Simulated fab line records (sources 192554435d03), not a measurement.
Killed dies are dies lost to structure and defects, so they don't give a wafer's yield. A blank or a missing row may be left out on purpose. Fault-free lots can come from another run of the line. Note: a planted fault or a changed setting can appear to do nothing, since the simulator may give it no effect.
Chamber matching -- flow n5_finfet -- cmp-04 running N5_BEOL_M12_CMP_49: 4 sister chambers
The step polishes, stops on SiOC, t overpolish 20.6 s, target thk 320 nm. 4 wafers are shown with their chamber, then 8 later ones without.

== WAFERS WITH THEIR CHAMBER ==
wafer,chamber,overpolish_run_s (s)
L084.3,1,20.618
L090.3,2,20.609
L090.6,3,20.610
L095.3,0,20.596

== WAFERS WHOSE CHAMBER IS MISSING ==
wafer,overpolish_run_s (s)
L095.5,20.593
L095.6,20.595
L096.1,20.593
L096.4,20.597
L096.5,20.598
L097.1,20.601
L097.5,20.593
L097.6,20.593

== WHICH CHAMBER EACH WENT THROUGH ==
wafer,from the rows above,in truth
L095.5,0,0
L095.6,0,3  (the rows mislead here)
L096.1,0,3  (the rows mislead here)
L096.4,0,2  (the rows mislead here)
L096.5,0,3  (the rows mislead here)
L097.1,can't be placed: 0 or 2 or 3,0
L097.5,0,0
L097.6,0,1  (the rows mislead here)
2 of 8 placed correctly. These rows do not allow placing 1 (true chamber among the candidates in 1). Placed wrongly: 5.
How it was worked out, from the rows above alone: a wafer's distance from a chamber is the root of the sum, over the readings, of the square of ((its reading less the chamber's mean) divided by the reading's scatter). The wafer belongs to the nearest chamber; if the next one is less than 2 further off, it can't be placed. A chamber's mean is the mean of its shown wafers. The scatter: with one shown wafer a chamber, the root of the mean of the squares of how far each hidden wafer lies from its nearest shown one.
